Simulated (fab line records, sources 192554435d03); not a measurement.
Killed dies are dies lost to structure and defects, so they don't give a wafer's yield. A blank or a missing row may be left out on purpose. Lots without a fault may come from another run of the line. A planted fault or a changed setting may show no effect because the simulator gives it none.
One fault seen from 2 desks | flow n5_finfet | each desk has only its own numbers; what lay behind them comes last

THE TOOL OWNER'S DESK: litho_track-01
The tool's own readings at N5_BEOL_M4_COAT_62 (time 60 s, resist thk 12 nm): means of the sampled wafers that have a number, for each lot that ran on this tool. A lot is out of limits, marked OUT, if its mean lies more than 4 standard deviations from the usual mean; the brackets give that distance.
Columns: A = resist_line_temp_C at N5_BEOL_M4_COAT_62, usual 23.01 C; B = spin_speed_rpm at N5_BEOL_M4_COAT_62, usual 1500.2 rpm
lot  | first seen here | A     | B
L301 | day 7 11:24     | 23.11 | 1499.9
L302 | day 7 16:10     | 23.00 | 1501.2
L304 | day 8 06:44     | 22.94 | 1499.8
L320 | day 13 00:14    | 23.00 | 1777.4 (+99 or more) OUT
L319 | day 13 04:44    | 23.03 | 1777.6 (+99 or more) OUT
This desk's finding: out of limits on L319, L320; first on L320, day 13 00:14 (spin_speed_rpm at N5_BEOL_M4_COAT_62). In limits: L301, L302, L304.

THE METROLOGY DESK
What the gauges read, lot by lot, whatever tool the lot ran on: means of the sampled wafers that have a number. A lot is out of limits, marked OUT, if its mean lies more than 4 standard deviations from the usual mean; the brackets give that distance. Of its 13 readings 7 are shown: those that lie furthest out on some lot.
Columns: A = M3_THK at N5_BEOL_M3_THK_MEAS_53, usual 40.6 nm; B = M4_OVL at N5_BEOL_M4_OVL_MEAS_12, usual -0.2 nm; C = DIBL_P at N5_BEOL_M4_RC_MEAS_101, usual 36.3 mV/V; D = IOFF_N at N5_BEOL_M4_RC_MEAS_101, usual 0.16 nA/um; E = IOFF_P at N5_BEOL_M4_RC_MEAS_101, usual 0.21 nA/um; F = ION_N at N5_BEOL_M4_RC_MEAS_101, usual 672 uA/um; G = ION_P at N5_BEOL_M4_RC_MEAS_101, usual 459 uA/um
lot  | first seen here | A    | B    | C    | D    | E    | F   | G
L301 | day 7 09:50     | 41.1 | 1.0  | 34.9 | 0.14 | 0.20 | 669 | 459
L302 | day 7 14:52     | 42.6 | -1.0 | 35.4 | 0.14 | 0.20 | 659 | 456
L304 | day 8 03:46     | 41.0 | 0.4  | 32.7 | 0.12 | 0.15 | 654 | 448
L306 | day 8 11:40     | 40.2 | -0.8 | 35.9 | 0.17 | 0.19 | 673 | 453
L316 | day 11 18:19    | 40.2 | -1.0 | 35.6 | 0.15 | 0.21 | 661 | 455
L321 | day 12 20:25    | 41.3 | -0.3 | 34.7 | 0.16 | 0.18 | 683 | 458
L320 | day 12 23:35    | 41.4 | -0.7 | 36.7 | 0.17 | 0.19 | 673 | 455
L319 | day 13 03:02    | 41.3 | 0.7  | 37.4 | 0.20 | 0.23 | 675 | 458
L324 | day 13 23:23    | 39.0 | -0.4 | 37.0 | 0.19 | 0.22 | 681 | 460
This desk's finding: nothing out of limits on any of the 9 lots.

PUT TOGETHER
The tool owner's desk could have raised an alarm at day 13 00:14, on L319, L320.
The metrology desk saw nothing out of limits.
The metrology desk has L319, L320 on record, within its limits.
Of the lots named, all ran N5_BEOL_M4_COAT_62 on litho_track-01.

WHAT THE SIMULATOR HAD PUT IN
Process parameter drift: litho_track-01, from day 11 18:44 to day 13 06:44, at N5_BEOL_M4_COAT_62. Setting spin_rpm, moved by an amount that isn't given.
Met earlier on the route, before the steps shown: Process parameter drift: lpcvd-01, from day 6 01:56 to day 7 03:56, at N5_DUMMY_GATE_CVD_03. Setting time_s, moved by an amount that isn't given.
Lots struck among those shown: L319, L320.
Hours from the fault's start to each desk's first reading out of limits: the tool owner's desk, 30.
